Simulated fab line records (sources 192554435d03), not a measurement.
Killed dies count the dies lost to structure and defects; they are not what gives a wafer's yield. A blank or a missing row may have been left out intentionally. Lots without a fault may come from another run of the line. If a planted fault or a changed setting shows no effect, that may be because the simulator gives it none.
Matching of chambers	flow n5Finfet	rieDiel-04 running N5_STI_FIN_REVEAL_STRIP_24: 4 sister chambers
The step strips in N2/H2, time 90 s. 20 wafers are shown with their chamber, then 10 later ones without.

## WAFERS PAIRED WITH THEIR CHAMBERS
wafer	chamber	showerheadPlenumPTorr (Torr)	oesProductAu (a.u.)	throttleValvePct (%)
L074.2	0	3.33	0.70	11.98
L074.3	2	3.34	0.74	12.28
L074.6	3	3.50	0.76	12.15
L075.1	3	3.50	0.76	12.17
L075.3	2	3.34	0.74	12.27
L075.5	3	3.50	0.76	12.17
L076.2	0	3.32	0.69	12.03
L076.5	0	3.32	0.69	12.01
L076.6	1	3.47	0.69	12.44
L080.1	2	3.34	0.72	12.32
L080.4	2	3.34	0.72	12.31
L080.5	0	3.32	0.68	12.04
L081.3	3	3.50	0.74	12.19
L081.4	3	3.49	0.74	12.21
L081.6	2	3.33	0.71	12.31
L083.1	1	3.47	0.98	11.83
L083.3	2	3.33	0.71	12.33
L083.5	1	3.47	0.97	11.85
L084.3	2	3.33	0.72	12.33
L084.4	1	3.46	0.97	11.85

SIGNATURES (means of the wafers above)
reading	chamber 0	chamber 1	chamber 2	chamber 3	scatter within a chamber
showerheadPlenumPTorr	3.3225	3.4675	3.3357	3.4980	0.00501
oesProductAu	0.6900	0.9025	0.7229	0.7520	0.0622
throttleValvePct	12.0150	11.9925	12.3071	12.1780	0.131
Rule: for each reading, subtract the chamber's mean from the wafer's reading, divide by that reading's scatter and square the result; add these up over the readings and take the root, which gives the wafer's distance from the chamber. If the next closest chamber is less than 2 further off than the closest, the wafer can't be placed; otherwise it belongs to the closest. The scatter: the root of (the sum of the squares of (reading less its chamber's mean) over the shown wafers, divided by (wafers less chambers)).

## WAFERS MISSING THEIR CHAMBER
wafer	showerheadPlenumPTorr (Torr)	oesProductAu (a.u.)	throttleValvePct (%)
L084.6	3.33	0.72	12.33
L085.3	3.31	0.68	12.07
L085.5	3.33	0.71	12.36
L085.6	3.46	0.96	11.85
L090.1	3.33	0.71	12.37
L090.3	3.31	0.66	12.08
L090.5	3.46	0.93	11.89
L092.1	3.45	0.92	11.90
L092.2	3.32	0.70	12.39
L092.3	3.48	0.73	12.26

## EACH ONE'S CHAMBER
wafer	from the rows above	in truth
L084.6	can't be placed: 2 or 0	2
L085.3	0	0
L085.5	can't be placed: 2 or 0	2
L085.6	1	1
L090.1	can't be placed: 2 or 0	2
L090.3	0	0
L090.5	1	1
L092.1	1	1
L092.2	can't be placed: 0 or 2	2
L092.3	can't be placed: 3 or 1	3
Placed correctly: 5 of 10. These rows do not allow placing 5 (true chamber among the candidates in 5). Placed wrongly: 0.
